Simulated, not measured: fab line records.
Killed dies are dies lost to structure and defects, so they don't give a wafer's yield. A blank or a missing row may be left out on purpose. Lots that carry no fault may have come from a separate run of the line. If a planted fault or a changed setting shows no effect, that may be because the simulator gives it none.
The tool behind it: which one?    flow nand-harc    15 lots, 43 wafers sampled, at 6 steps of a route of 1159

## WHAT EACH GAUGE READ, for each wafer
NHARC_A_SOURCE_PLATE_THK_MEAS_09: measures by ellipsometry.
lot   measured      on             thk-nm (nm)
L664  day 7 06:11   film-metro-01  11.7 9.2 8.9
L665  day 7 06:11   film-metro-02  9.6 8.9 10.9
L666  day 7 06:11   film-metro-01  8.4 9.2 9.0
L667  day 7 20:49   film-metro-02  10.5 8.3 8.4
L669  day 7 20:50   film-metro-02  11.5 10.5 9.2
L671  day 8 16:14   film-metro-02  10.3 12.0 11.2
L672  day 8 16:14   film-metro-01  9.1 10.6 8.4
L677  day 10 03:56  film-metro-01  9.2 9.2
L678  day 10 03:58  film-metro-01  10.3 9.7
L680  day 11 04:26  film-metro-02  9.5 10.9 9.4
L682  day 11 12:40  film-metro-02  10.6 11.4 9.4
L684  day 11 12:41  film-metro-01  10.0 9.6 10.0
L685  day 12 05:40  film-metro-02  9.4 8.8 10.0
L687  day 12 15:17  film-metro-01  10.0 10.4 9.5
L686  day 12 15:17  film-metro-01  10.5 9.6 7.4

NHARC_A_ONON_D1_THK_MEAS_05: measures by ellipsometry.
lot   measured      on             thk-nm (nm)
L664  day 7 20:32   film-metro-01  1012 1010 1011
L665  day 7 20:46   film-metro-01  992 993 990
L666  day 7 20:25   film-metro-01  1002 1002 1003
L667  day 8 11:02   film-metro-02  991 990 989
L669  day 8 11:01   film-metro-01  995 995 998
L671  day 9 07:27   film-metro-02  989 990 986
L672  day 9 07:27   film-metro-01  1020 1021 1021
L677  day 10 18:25  film-metro-02  1026 1026
L678  day 10 18:37  film-metro-01  1007 1006
L680  day 11 18:59  film-metro-01  986 984 987
L682  day 12 02:46  film-metro-02  998 997 999
L684  day 12 02:46  film-metro-01  991 991 990
L685  day 12 20:05  film-metro-01  1007 1004 1006
L687  day 13 05:41  film-metro-01  1018 1017 1016
L686  day 13 05:52  film-metro-01  998 998 999

NHARC_A_ONON_D1_THK_MEAS_27: measures by ellipsometry.
lot   measured      on             thk-nm (nm)
L664  day 8 06:58   film-metro-02  1016 1016 1016
L665  day 8 06:58   film-metro-01  999 998 998
L666  day 8 06:57   film-metro-02  998 997 996
L667  day 8 21:29   film-metro-01  1019 1021 1021
L669  day 8 21:26   film-metro-01  986 988 988
L671  day 9 15:59   film-metro-01  997 997 996
L672  day 9 15:56   film-metro-01  1004 1002 1004
L677  day 11 08:31  film-metro-02  397 995
L678  day 11 08:52  film-metro-02  392 993
L680  day 12 05:35  film-metro-01  397 995 995
L682  day 12 14:16  film-metro-02  1006 1008 1007
L684  day 12 14:13  film-metro-01  1000 1001 999
L685  day 13 06:38  film-metro-01  996 996 997
L687  day 13 16:11  film-metro-02  994 995 996
L686  day 13 16:08  film-metro-02  1000 996 995

NHARC_A_ONON_D1_INSPECT_32.
lot   measured      on                 raw-defect-count
L664  day 8 08:04   defect-inspect-01  52 41 47
L665  day 8 08:04   defect-inspect-02  127 81 108
L666  day 8 08:04   defect-inspect-01  96 59 48
L667  day 8 22:37   defect-inspect-02  79 64 39
L669  day 8 22:34   defect-inspect-02  45 62 47
L671  day 9 17:22   defect-inspect-01  63 160 65
L672  day 9 17:21   defect-inspect-01  63 55 35
L677  day 11 09:57  defect-inspect-02  64 92
L678  day 11 10:12  defect-inspect-02  36 59
L680  day 12 06:41  defect-inspect-02  96 45 51
L682  day 12 15:22  defect-inspect-02  61 67 52
L684  day 12 15:20  defect-inspect-01  79 74 68
L685  day 13 07:45  defect-inspect-02  52 54 60
L687  day 13 17:19  defect-inspect-01  67 49 33
L686  day 13 17:14  defect-inspect-01  73 67 88

NHARC_END_SORT_01.
lot   measured      on         killed-at-array  killed-at-other  killed-at-periphery  killed-dies  killed-open  killed-short
L677  day 22 04:44  prober-01  672 26           4 1              1 4                  677 31       1 4          4 1
L678  day 22 11:36  prober-01  670 29           5 5              2 4                  677 38       4 4          2 2
L680  day 23 10:20  prober-02  675 37 37        0 0 1            2 2 1                677 39 39    5 7 2        0 0 1

## WHAT TOOL EACH LOT RAN ON (gives the tool, then ch and the chambers of the sampled wafers, and finally the start)
lot   NHARC_A_ONON_D1_DEP_25
L664  pecvd-onon-04 ch 0, day 8 06:26
L665  pecvd-onon-02 ch 0, day 8 06:30
L666  pecvd-onon-03 ch 0, day 8 06:27
L667  pecvd-onon-04 ch 0, day 8 21:02
L669  pecvd-onon-02 ch 0, day 8 20:59
L671  pecvd-onon-02 ch 0, day 9 15:31
L672  pecvd-onon-03 ch 0, day 9 15:32
L677  pecvd-onon-02 ch 0, day 11 08:04
L678  pecvd-onon-02 ch 0, day 11 08:22
L680  pecvd-onon-02 ch 0, day 12 05:04
L682  pecvd-onon-03 ch 0, day 12 13:44
L684  pecvd-onon-04 ch 0, day 12 13:43
L685  pecvd-onon-04 ch 0, day 13 06:11
L687  pecvd-onon-03 ch 0, day 13 15:44
L686  pecvd-onon-04 ch 0, day 13 15:44
- NHARC_A_ONON_D1_DEP_25: target thk 1000 nm.

## WHAT THE TOOLS THEMSELVES READ (means of the sampled wafers that have a number; where no wafer has one, the mark that the record gives instead)
The record holds no such reading with a usual standard deviation.

## THE ANSWER, worked out from the rows above alone
Rule: what is usual is taken from the lots themselves. The widest of any qualifying gaps counts: lots, ordered by their means at a reading, are off when they make up no more than a third of the lots, leave a main group of 4 or more, and stand apart from it by 3 or more times the standard deviation of that group's means. A main group whose means are all the same, to the digits that the tables above print for the reading, isn't used. A lot without any number at a reading at which 4 lots or more have one is off too. The other lots that the step has rows for count as sound. The gauges are gone through in route order, then the tools' own readings, and for those a lot's mean is taken as printed above. The first step at which some lot is off is used, and at that step the reading that is off furthest; a lot without a number counts as furthest.
Off, at NHARC_A_ONON_D1_THK_MEAS_27 on thk-nm: L677, L678, L680. The main group has a mean of 1001 nm with a standard deviation of 8.9.
If a tool, at a process step before that reading, ran all the lots that are off and no sound lot after the first of them, it fits. Those tools and the gauges at NHARC_A_ONON_D1_THK_MEAS_27 are tried in the same way. One fits: NHARC_A_ONON_D1_DEP_25 on pecvd-onon-02. Its last sound lot is L671 (day 9 15:31), its first lot that is off L677 (day 11 08:04): a fault that began between those two fits.

## WHAT THE SIMULATOR HAD PUT IN
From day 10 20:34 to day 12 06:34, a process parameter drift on pecvd-onon-02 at NHARC_A_ONON_D1_DEP_25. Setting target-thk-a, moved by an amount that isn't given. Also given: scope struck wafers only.
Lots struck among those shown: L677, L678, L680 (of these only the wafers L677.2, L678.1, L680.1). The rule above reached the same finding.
